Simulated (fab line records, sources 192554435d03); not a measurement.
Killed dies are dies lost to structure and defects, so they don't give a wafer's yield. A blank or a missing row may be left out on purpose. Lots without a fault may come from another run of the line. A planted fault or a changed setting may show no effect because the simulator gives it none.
Which tool did it? | flow n5_finfet | 24 lots, 72 wafers sampled, at 6 steps of a route of 1938

WHAT THE GAUGES READ, wafer by wafer
The record holds no reading of a measuring or inspecting step that can be judged against a usual standard deviation.

WHICH TOOL RAN EACH LOT (tool, then ch and the chambers of the sampled wafers, then the start)
lot  | N5_HKMG_FIN_ALD_71                 | N5_GATE_CUT_ETCH_58               | N5_GATE_CUT_ETCH_47               | N5_GATE_CUT_CMP_43           | N5_MOL_CONTACT_COAG_TI_SIL_19 | N5_MOL_CONTACT_COAG_SPUTTER_130
L074 | ald_metal-02 ch 1,2,3, day 4 06:22 | rie_diel-06 ch 0,2,3, day 4 09:32 | rie_metal-02 ch 0,1, day 4 13:34  | cmp-03 ch 0,1,2, day 4 18:13 | pvd_sputter-01, day 4 20:40   | pvd_sputter-02, day 5 00:44
L075 | ald_metal-01 ch 2,3, day 4 12:32   | rie_diel-03 ch 0,3, day 4 15:28   | rie_metal-03 ch 0,1, day 4 22:07  | cmp-04 ch 0,2,3, day 5 02:36 | pvd_sputter-02, day 5 04:57   | pvd_sputter-01, day 5 08:07
L076 | ald_metal-02 ch 0,3, day 4 16:22   | rie_diel-03 ch 0,1, day 4 19:17   | rie_metal-03 ch 0,1, day 5 03:01  | cmp-03 ch 1,2,3, day 5 07:20 | pvd_sputter-01, day 5 10:52   | pvd_sputter-03, day 5 14:12
L077 | ald_metal-01 ch 0,2, day 4 23:29   | rie_diel-01 ch 0,2,3, day 5 02:10 | rie_metal-02 ch 0,1, day 5 07:35  | cmp-04 ch 0,2,3, day 5 09:43 | pvd_sputter-03, day 5 14:02   | pvd_sputter-03, day 5 17:08
L078 | ald_metal-03 ch 0,1, day 5 06:48   | rie_diel-01 ch 0,3, day 5 09:30   | rie_metal-01 ch 0,1, day 5 13:34  | cmp-03 ch 0,2,3, day 5 15:50 | pvd_sputter-02, day 5 17:47   | pvd_sputter-02, day 5 23:25
L079 | ald_metal-03 ch 0,3, day 5 13:13   | rie_diel-06 ch 0,2,3, day 5 16:08 | rie_metal-03 ch 0,1, day 5 20:13  | cmp-01 ch 2,3, day 5 22:19   | pvd_sputter-02, day 6 01:22   | pvd_sputter-02, day 6 05:52
L080 | ald_metal-02 ch 0,2,3, day 5 16:38 | rie_diel-01 ch 1,2,3, day 5 19:28 | rie_metal-01 ch 0,1, day 5 23:31  | cmp-04 ch 0,1,3, day 6 01:42 | pvd_sputter-02, day 6 03:45   | pvd_sputter-02, day 6 09:01
L081 | ald_metal-01 ch 0,2, day 6 04:00   | rie_diel-06 ch 0,2,3, day 6 06:40 | rie_metal-03 ch 1, day 6 10:49    | cmp-03 ch 0,2,3, day 6 13:44 | pvd_sputter-01, day 6 18:14   | pvd_sputter-02, day 6 22:39
L082 | ald_metal-02 ch 1,2,3, day 6 07:31 | rie_diel-01 ch 1,2, day 6 10:11   | rie_metal-03 ch 0,1, day 6 14:19  | cmp-01 ch 1,3, day 6 16:31   | pvd_sputter-03, day 6 18:43   | pvd_sputter-02, day 6 22:53
L083 | ald_metal-02 ch 0,2, day 6 16:02   | rie_diel-03 ch 1,3, day 6 18:41   | rie_metal-03 ch 1, day 6 22:38    | cmp-03 ch 0,1,2, day 7 00:49 | pvd_sputter-03, day 7 03:07   | pvd_sputter-03, day 7 08:25
L084 | ald_metal-02 ch 1,3, day 6 18:48   | rie_diel-01 ch 0,1, day 6 21:30   | rie_metal-03 ch 1, day 7 02:49    | cmp-04 ch 2,3, day 7 05:04   | pvd_sputter-01, day 7 08:22   | pvd_sputter-01, day 7 11:49
L085 | ald_metal-02 ch 2,3, day 7 06:21   | rie_diel-01 ch 1,2,3, day 7 09:07 | rie_metal-02 ch 0,1, day 7 13:22  | cmp-01 ch 0,1,2, day 7 16:43 | pvd_sputter-02, day 7 21:08   | pvd_sputter-01, day 8 00:52
L086 | ald_metal-03 ch 1,2,3, day 7 09:53 | rie_diel-01 ch 1,2, day 7 12:32   | rie_metal-02 ch 0,1, day 7 16:33  | cmp-04 ch 1,3, day 7 18:44   | pvd_sputter-02, day 7 21:02   | pvd_sputter-01, day 8 00:36
L087 | ald_metal-03 ch 2,3, day 7 16:19   | rie_diel-06 ch 0,2,3, day 7 19:10 | rie_metal-02 ch 0,1, day 7 23:13  | cmp-01 ch 2,3, day 8 01:20   | pvd_sputter-03, day 8 05:05   | pvd_sputter-01, day 8 09:04
L088 | ald_metal-03 ch 2,3, day 7 17:13   | rie_diel-01 ch 0,2,3, day 7 19:55 | rie_metal-02 ch 0,1, day 7 23:59  | cmp-01 ch 0,1,2, day 8 02:11 | pvd_sputter-02, day 8 05:26   | pvd_sputter-03, day 8 09:36
L089 | ald_metal-02 ch 1,3, day 7 23:17   | rie_diel-03 ch 0,2, day 8 01:56   | rie_metal-01 ch 0,1, day 8 07:22  | cmp-01 ch 0,2, day 8 09:47   | pvd_sputter-01, day 8 11:59   | pvd_sputter-01, day 8 16:08
L090 | ald_metal-01 ch 0,1,3, day 8 03:18 | rie_diel-06 ch 0,2, day 8 06:02   | rie_metal-01 ch 0,1, day 8 10:05  | cmp-01 ch 1,2, day 8 12:12   | pvd_sputter-02, day 8 14:50   | pvd_sputter-02, day 8 19:53
L091 | ald_metal-02 ch 0,1, day 8 11:44   | rie_diel-03 ch 1,3, day 8 14:41   | rie_metal-02 ch 0,1, day 8 18:45  | cmp-01 ch 1,3, day 8 20:56   | pvd_sputter-01, day 8 22:58   | pvd_sputter-01, day 9 02:55
L092 | ald_metal-02 ch 0,1, day 8 15:10   | rie_diel-06 ch 0,1,3, day 8 17:59 | rie_metal-02 ch 0,1, day 8 21:56  | cmp-04 ch 1,2,3, day 9 00:02 | pvd_sputter-03, day 9 02:29   | pvd_sputter-02, day 9 08:08
L093 | ald_metal-01 ch 0,1,2, day 8 21:43 | rie_diel-06 ch 1,2, day 9 00:23   | rie_metal-02 ch 0,1, day 9 05:09  | cmp-01 ch 0,1,3, day 9 07:53 | pvd_sputter-03, day 9 09:51   | pvd_sputter-02, day 9 16:19
L094 | ald_metal-02 ch 0,1,2, day 9 05:46 | rie_diel-03 ch 0,2,3, day 9 08:35 | rie_metal-03 ch 0,1, day 9 12:39  | cmp-01 ch 0,1,2, day 9 14:46 | pvd_sputter-03, day 9 16:49   | pvd_sputter-01, day 9 21:54
L095 | ald_metal-03 ch 0,1, day 9 10:31   | rie_diel-03 ch 1,2, day 9 13:11   | rie_metal-02 ch 1, day 9 17:35    | cmp-01 ch 0,1,3, day 9 20:54 | pvd_sputter-03, day 9 22:59   | pvd_sputter-02, day 10 02:38
L096 | ald_metal-02 ch 0,1,2, day 9 14:43 | rie_diel-06 ch 1,2,3, day 9 17:22 | rie_metal-01 ch 0,1, day 9 21:28  | cmp-03 ch 0,1,2, day 9 23:34 | pvd_sputter-02, day 10 02:07  | pvd_sputter-03, day 10 06:16
L097 | ald_metal-01 ch 1,3, day 9 22:11   | rie_diel-01 ch 2,3, day 10 00:58  | rie_metal-01 ch 0,1, day 10 05:06 | cmp-04 ch 2,3, day 10 07:13  | pvd_sputter-03, day 10 09:22  | pvd_sputter-01, day 10 13:10
- N5_HKMG_FIN_ALD_71: deposits TiN, target thk 1 nm, pulse time 1 s, purge time 3 s.
- N5_GATE_CUT_ETCH_58: etches SiNx in CH3F/O2, target depth 17 nm, time 128.6 s.
- N5_GATE_CUT_ETCH_47: etches SiO2 in Cl2/BCl3, target depth 10 nm.
- N5_GATE_CUT_CMP_43: polishes SiO2.
- N5_MOL_CONTACT_COAG_TI_SIL_19: material Ti, target thk 4.2 nm, time 15 s.
- N5_MOL_CONTACT_COAG_SPUTTER_130: material Co, target thk 47.5 nm.

WHAT THE TOOLS THEMSELVES READ (means of the sampled wafers that have a number; where no wafer has one, the mark that the record gives instead)
N5_HKMG_FIN_ALD_71. Usual: heater_power_w 892 W, standard deviation 96; precursor_pulse_height_rel 0.999, standard deviation 0.02.
lot  | tool         | heater_power_w (W) | precursor_pulse_height_rel | flag
L074 | ald_metal-02 | 887                | 1.004                      |
L075 | ald_metal-01 | 807                | 0.994                      |
L076 | ald_metal-02 | 996                | 1.009                      |
L077 | ald_metal-01 | 878                | 0.975                      |
L078 | ald_metal-03 | 836                | 0.982                      |
L079 | ald_metal-03 | 850                | 1.006                      |
L080 | ald_metal-02 | 943                | 1.003                      |
L081 | ald_metal-01 | 884                | 0.989                      |
L082 | ald_metal-02 | 888                | 0.995                      |
L083 | ald_metal-02 | 1016               | 0.997                      |
L084 | ald_metal-02 | 873                | 1.009                      |
L085 | ald_metal-02 | 898                | 1.016                      |
L086 | ald_metal-03 | 878                | 1.000                      |
L087 | ald_metal-03 | 919                | 0.998                      |
L088 | ald_metal-03 | 914                | 1.022                      |
L089 | ald_metal-02 | 865                | 0.981                      |
L090 | ald_metal-01 | 749                | 0.992                      |
L091 | ald_metal-02 | 941                | 1.005                      |
L092 | ald_metal-02 | 925                | 0.976                      |
L093 | ald_metal-01 | 833                | 0.978                      |
L094 | ald_metal-02 | 955                | 0.992                      |
L095 | ald_metal-03 | 845                | 0.995                      |
L096 | ald_metal-02 | 955                | 1.007                      |
L097 | ald_metal-01 | 757                | 0.987                      |

N5_GATE_CUT_ETCH_58. Usual: bias_w 21.00 W, standard deviation 0.06; drypump_motor_current_A 5.52 A, standard deviation 0.29; oes_product_au 0.79 a.u., standard deviation 0.07; rf_vpp_V 99.0 V, standard deviation 1; showerhead_plenum_p_Torr 2.00 Torr, standard deviation 0.064; throttle_valve_pct 16.27 %, standard deviation 0.26.
lot  | tool        | bias_w (W) | drypump_motor_current_A (A) | oes_product_au (a.u.) | rf_vpp_V (V) | showerhead_plenum_p_Torr (Torr) | throttle_valve_pct (%) | flag
L074 | rie_diel-06 | 21.04      | 5.49                        | 0.84                  | 99.3         | 2.01                            | 16.04                  |
L075 | rie_diel-03 | 21.02      | 5.67                        | 0.73                  | 99.0         | 1.98                            | 16.43                  |
L076 | rie_diel-03 | 21.00      | 5.44                        | 0.76                  | 99.0         | 1.95                            | 16.14                  |
L077 | rie_diel-01 | 21.03      | 5.46                        | 0.80                  | 98.8         | 1.99                            | 16.30                  |
L078 | rie_diel-01 | 21.00      | 5.46                        | 0.81                  | 98.2         | 1.97                            | 16.15                  |
L079 | rie_diel-06 | 20.97      | 5.48                        | 0.82                  | 99.3         | 2.01                            | 16.06                  |
L080 | rie_diel-01 | 20.99      | 5.65                        | 0.75                  | 99.9         | 2.00                            | 16.29                  |
L081 | rie_diel-06 | 20.98      | 5.50                        | 0.81                  | 100.1        | 2.01                            | 16.07                  |
L082 | rie_diel-01 | 21.00      | 5.65                        | 0.73                  | 98.6         | 2.01                            | 16.45                  |
L083 | rie_diel-03 | 21.02      | 5.37                        | 0.76                  | 97.5         | 1.89                            | 16.25                  |
L084 | rie_diel-01 | 21.02      | 5.25                        | 0.80                  | 100.2        | 2.04                            | 16.40                  |
L085 | rie_diel-01 | 20.91      | 5.64                        | 0.74                  | 98.6         | 2.00                            | 16.30                  |
L086 | rie_diel-01 | 21.08      | 5.66                        | 0.72                  | 98.4         | 2.01                            | 16.45                  |
L087 | rie_diel-06 | 20.97      | 5.48                        | 0.80                  | 99.8         | 2.00                            | 16.09                  |
L088 | rie_diel-01 | 21.02      | 5.47                        | 0.78                  | 99.1         | 1.99                            | 16.32                  |
L089 | rie_diel-03 | 20.98      | 5.49                        | 0.73                  | 99.1         | 1.99                            | 16.42                  |
L090 | rie_diel-06 | 21.01      | 5.62                        | 0.85                  | 100.1        | 2.05                            | 15.97                  |
L091 | rie_diel-03 | 21.05      | 5.55                        | 0.73                  | 99.0         | 1.93                            | 16.43                  |
L092 | rie_diel-06 | 21.02      | 5.50                        | 0.83                  | 98.6         | 1.99                            | 16.10                  |
L093 | rie_diel-06 | 20.98      | 5.96                        | 0.82                  | 99.7         | 2.07                            | 16.00                  |
L094 | rie_diel-03 | 21.03      | 5.52                        | 0.72                  | 99.0         | 1.98                            | 16.56                  |
L095 | rie_diel-03 | 20.95      | 5.25                        | 0.76                  | 97.7         | 1.90                            | 16.35                  |
L096 | rie_diel-06 | 20.96      | 5.64                        | 0.79                  | 98.7         | 2.01                            | 16.12                  |
L097 | rie_diel-01 | 21.00      | 5.67                        | 0.74                  | 98.1         | 1.95                            | 16.23                  |

N5_GATE_CUT_ETCH_47. Usual: bias_w 126.0 W, standard deviation 0.39; drypump_motor_current_A 5.5 A, standard deviation 0.4; he_backside_leak_sccm 3.3 sccm, standard deviation 0.31; oes_product_au 0.77 a.u., standard deviation 0.099; throttle_valve_pct 22.91 %, standard deviation 0.26.
lot  | tool         | bias_w (W) | drypump_motor_current_A (A) | he_backside_leak_sccm (sccm) | oes_product_au (a.u.) | throttle_valve_pct (%) | flag
L074 | rie_metal-02 | 125.9      | 5.3                         | 3.4                          | 0.74                  | 22.86                  |
L075 | rie_metal-03 | 126.4      | 5.9                         | 3.4                          | 0.90                  | 22.74                  |
L076 | rie_metal-03 | 126.0      | 5.9                         | 3.4                          | 0.89                  | 22.74                  |
L077 | rie_metal-02 | 126.5      | 5.2                         | 3.3                          | 0.76                  | 23.03                  |
L078 | rie_metal-01 | 126.2      | 5.8                         | 3.5                          | 0.68                  | 22.94                  |
L079 | rie_metal-03 | 126.0      | 6.0                         | 3.4                          | 0.88                  | 22.74                  |
L080 | rie_metal-01 | 126.1      | 5.8                         | 3.5                          | 0.69                  | 22.96                  |
L081 | rie_metal-03 | 125.6      | 5.3                         | 3.0                          | 0.94                  | 22.67                  |
L082 | rie_metal-03 | 125.8      | 5.6                         | 3.1                          | 0.90                  | 22.70                  |
L083 | rie_metal-03 | 125.9      | 5.3                         | 3.1                          | 0.92                  | 22.68                  |
L084 | rie_metal-03 | 126.3      | 5.3                         | 3.1                          | 0.91                  | 22.68                  |
L085 | rie_metal-02 | 125.8      | 5.2                         | 3.3                          | 0.75                  | 23.04                  |
L086 | rie_metal-02 | 125.9      | 5.2                         | 3.4                          | 0.75                  | 23.04                  |
L087 | rie_metal-02 | 126.0      | 5.2                         | 3.3                          | 0.75                  | 23.04                  |
L088 | rie_metal-02 | 125.7      | 5.3                         | 3.3                          | 0.72                  | 22.88                  |
L089 | rie_metal-01 | 126.3      | 5.6                         | 3.3                          | 0.65                  | 23.15                  |
L090 | rie_metal-01 | 125.7      | 5.8                         | 3.4                          | 0.67                  | 22.96                  |
L091 | rie_metal-02 | 125.6      | 5.2                         | 3.2                          | 0.74                  | 23.05                  |
L092 | rie_metal-02 | 125.8      | 5.2                         | 3.3                          | 0.74                  | 23.06                  |
L093 | rie_metal-02 | 126.1      | 5.3                         | 3.5                          | 0.72                  | 22.89                  |
L094 | rie_metal-03 | 126.2      | 6.0                         | 3.4                          | 0.84                  | 22.76                  |
L095 | rie_metal-02 | 126.4      | 5.1                         | 3.2                          | 0.76                  | 23.22                  |
L096 | rie_metal-01 | 126.4      | 5.6                         | 3.4                          | 0.65                  | 23.15                  |
L097 | rie_metal-01 | 126.1      | 5.6                         | 3.4                          | 0.65                  | 23.15                  |

N5_GATE_CUT_CMP_43. Usual: motor_current_A 12.1 A, standard deviation 1; slurry_flow_ml_min 149.9, standard deviation 0.46.
lot  | tool   | motor_current_A (A) | slurry_flow_ml_min | flag
L074 | cmp-03 | 12.7                | 149.2              |
L075 | cmp-04 | 12.3                | 149.9              |
L076 | cmp-03 | 12.3                | 149.9              |
L077 | cmp-04 | 12.2                | 149.9              |
L078 | cmp-03 | 12.8                | 149.9              |
L079 | cmp-01 | 10.8                | 150.1              |
L080 | cmp-04 | 11.8                | 149.6              |
L081 | cmp-03 | 12.0                | 149.8              |
L082 | cmp-01 | 11.8                | 149.9              |
L083 | cmp-03 | 13.2                | 150.2              |
L084 | cmp-04 | 13.1                | 149.7              |
L085 | cmp-01 | 12.1                | 150.0              |
L086 | cmp-04 | 11.9                | 150.2              |
L087 | cmp-01 | 11.0                | 149.6              |
L088 | cmp-01 | 12.1                | 149.9              |
L089 | cmp-01 | 11.9                | 150.5              |
L090 | cmp-01 | 12.9                | 150.2              |
L091 | cmp-01 | 11.4                | 149.8              |
L092 | cmp-04 | 12.8                | 150.2              |
L093 | cmp-01 | 11.4                | 149.9              |
L094 | cmp-01 | 12.2                | 150.1              |
L095 | cmp-01 | 12.0                | 149.7              |
L096 | cmp-03 | 12.9                | 150.5              |
L097 | cmp-04 | 13.1                | 150.0              |

N5_MOL_CONTACT_COAG_TI_SIL_19. Usual: cathode_dc_power_W 5000.0 W, standard deviation 0.98; throttle_valve_pct 30.2 %, standard deviation 1.1.
lot  | tool           | cathode_dc_power_W (W) | throttle_valve_pct (%) | flag
L074 | pvd_sputter-01 | 4999.3                 | 29.3                   |
L075 | pvd_sputter-02 | 5000.2                 | 30.8                   |
L076 | pvd_sputter-01 | 4998.7                 | 29.0                   |
L077 | pvd_sputter-03 | 5000.5                 | 30.5                   |
L078 | pvd_sputter-02 | 5000.7                 | 30.8                   |
L079 | pvd_sputter-02 | 5000.1                 | 29.9                   |
L080 | pvd_sputter-02 | 4999.5                 | 31.5                   |
L081 | pvd_sputter-01 | 5000.5                 | 30.5                   |
L082 | pvd_sputter-03 | 5000.1                 | 30.3                   |
L083 | pvd_sputter-03 | 5001.0                 | 30.3                   |
L084 | pvd_sputter-01 | 4999.7                 | 29.5                   |
L085 | pvd_sputter-02 | 5000.8                 | 30.5                   |
L086 | pvd_sputter-02 | 5000.1                 | 30.6                   |
L087 | pvd_sputter-03 | 5000.0                 | 30.4                   |
L088 | pvd_sputter-02 | 4999.6                 | 29.3                   |
L089 | pvd_sputter-01 | 4999.4                 | 29.4                   |
L090 | pvd_sputter-02 | 5000.7                 | 30.7                   |
L091 | pvd_sputter-01 | 5000.2                 | 28.8                   |
L092 | pvd_sputter-03 | 4999.7                 | 30.3                   |
L093 | pvd_sputter-03 | 5000.5                 | 30.7                   |
L094 | pvd_sputter-03 | 4999.8                 | 30.3                   |
L095 | pvd_sputter-03 | 4999.2                 | 30.8                   |
L096 | pvd_sputter-02 | 5000.7                 | 29.9                   |
L097 | pvd_sputter-03 | 5000.0                 | 30.6                   |

N5_MOL_CONTACT_COAG_SPUTTER_130. Usual: cathode_dc_power_W 3000.0 W, standard deviation 0.52; throttle_valve_pct 30.0 %, standard deviation 1.2.
lot  | tool           | cathode_dc_power_W (W) | throttle_valve_pct (%) | flag
L074 | pvd_sputter-02 | 2999.8                 | 30.7                   |
L075 | pvd_sputter-01 | 3000.0                 | 29.9                   |
L076 | pvd_sputter-03 | 3000.0                 | 30.4                   |
L077 | pvd_sputter-03 | 3000.2                 | 30.6                   |
L078 | pvd_sputter-02 | 3000.2                 | 30.0                   |
L079 | pvd_sputter-02 | 2999.6                 | 30.7                   |
L080 | pvd_sputter-02 | 2999.7                 | 30.8                   |
L081 | pvd_sputter-02 | 2999.6                 | 30.8                   |
L082 | pvd_sputter-02 | 3000.1                 | 30.6                   |
L083 | pvd_sputter-03 | 3000.3                 | 30.5                   |
L084 | pvd_sputter-01 | 2999.9                 | 29.3                   |
L085 | pvd_sputter-01 | 2999.8                 | 28.6                   |
L086 | pvd_sputter-01 | 2999.1                 | 29.4                   |
L087 | pvd_sputter-01 | 2999.8                 | 28.4                   |
L088 | pvd_sputter-03 | 2999.9                 | 30.6                   |
L089 | pvd_sputter-01 | 2999.7                 | 30.2                   |
L090 | pvd_sputter-02 | 2999.5                 | 29.9                   |
L091 | pvd_sputter-01 | 3000.0                 | 29.1                   |
L092 | pvd_sputter-02 | 3000.6                 | 29.8                   |
L093 | pvd_sputter-02 | 3000.0                 | 30.0                   |
L094 | pvd_sputter-01 | 2999.7                 | 29.5                   |
L095 | pvd_sputter-02 | 2999.9                 | 29.9                   |
L096 | pvd_sputter-03 | 2999.9                 | 30.6                   |
L097 | pvd_sputter-01 | 3000.1                 | 29.8                   |

THE ANSWER, worked out from the rows above alone
Rule: a lot is off if the mean of its wafers that have a number lies more than 3 standard deviations from the usual mean. A lot without any number at a reading at which 4 lots or more have one is off too. The other lots that the step has rows for count as sound. The gauges are gone through in route order, then the tools' own readings, and for those a lot's mean is taken as printed above. The first step at which some lot is off is used, and at that step the reading that is off furthest; a lot without a number counts as furthest.
No lot is off at any reading shown: from this, nothing can be told.

WHAT THE SIMULATOR HAD PUT IN
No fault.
